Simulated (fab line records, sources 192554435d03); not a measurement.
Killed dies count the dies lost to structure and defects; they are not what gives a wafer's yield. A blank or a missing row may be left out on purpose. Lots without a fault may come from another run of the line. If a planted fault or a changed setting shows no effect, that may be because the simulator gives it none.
Chamber matching | flow n5_finfet | N5_HKMG_FIN_ALD_75 on ald_hk-02: 4 sister chambers
The step deposits Al2O3, target thk 1 nm, co reactant pulse time 1 s. 24 wafers are shown with their chamber, then 12 later ones without.

== EACH WAFER AND ITS CHAMBER ==
wafer  | chamber | heater_power_w (W) | precursor_pulse_height_rel
L074.3 | 3       | 144                | 1.002
L074.4 | 0       | 158                | 1.006
L074.6 | 2       | 141                | 1.001
L075.1 | 1       | 147                | 1.007
L075.3 | 0       | 157                | 1.042
L075.5 | 3       | 143                | 1.007
L076.3 | 0       | 157                | 1.018
L076.5 | 3       | 145                | 0.990
L076.6 | 0       | 152                | 1.000
L080.1 | 0       | 157                | 0.996
L080.2 | 3       | 144                | 1.011
L080.3 | 1       | 144                | 1.016
L081.1 | 3       | 151                | 1.008
L081.3 | 1       | 141                | 1.000
L081.6 | 0       | 158                | 1.007
L086.1 | 1       | 147                | 0.995
L086.2 | 0       | 157                | 0.975
L086.3 | 2       | 137                | 1.016
L088.1 | 2       | 140                | 1.046
L088.3 | 1       | 146                | 0.979
L088.6 | 0       | 160                | 0.971
L089.3 | 0       | 158                | 1.033
L089.4 | 2       | 136                | 0.986
L089.6 | 3       | 147                | 1.015

SIGNATURES (averages over the wafers above)
reading                    | chamber 0 | chamber 1 | chamber 2 | chamber 3 | scatter within a chamber
heater_power_w             | 157.11    | 145.00    | 138.50    | 145.67    | 2.48
precursor_pulse_height_rel | 1.00533   | 0.99940   | 1.01225   | 1.00550   | 0.0195
Rule: for a wafer and a chamber, the distance is found by dividing, reading by reading, the gap between the wafer's reading and the chamber's mean by the reading's scatter, squaring, summing and taking the root. The wafer belongs to the nearest chamber; if the next one is less than 2 further off, it can't be placed. The scatter is the square root of a quotient: the sum, over the shown wafers, of each reading's squared deviation from its chamber's mean, divided by wafers minus chambers.

== WAFERS MISSING THEIR CHAMBER ==
wafer  | heater_power_w (W) | precursor_pulse_height_rel
L091.2 | 157                | 1.033
L091.4 | 144                | 0.974
L091.5 | 149                | 0.998
L095.2 | 143                | 0.986
L095.3 | 146                | 1.018
L095.5 | 145                | 0.984
L096.1 | 146                | 1.021
L096.2 | 159                | 1.001
L096.3 | 136                | 1.016
L096.4 | 146                | 0.998
L096.5 | 144                | 1.000
L096.6 | 138                | 0.983

== THE CHAMBER EACH PASSED THROUGH ==
wafer  | from the rows above          | in truth
L091.2 | 0                            | 0
L091.4 | can't be placed: 1 or 3 or 2 | 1
L091.5 | can't be placed: 3 or 1 or 0 | 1
L095.2 | can't be placed: 1 or 3 or 2 | 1
L095.3 | can't be placed: 3 or 1      | 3
L095.5 | can't be placed: 1 or 3      | 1
L096.1 | can't be placed: 3 or 1      | 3
L096.2 | 0                            | 0
L096.3 | 2                            | 2
L096.4 | can't be placed: 3 or 1      | 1
L096.5 | can't be placed: 1 or 3 or 2 | 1
L096.6 | can't be placed: 2 or 1 or 3 | 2
Correct placement for 3 of the 12. These rows do not allow placing 9 (true chamber among the candidates in 9). Number placed wrongly: 0.
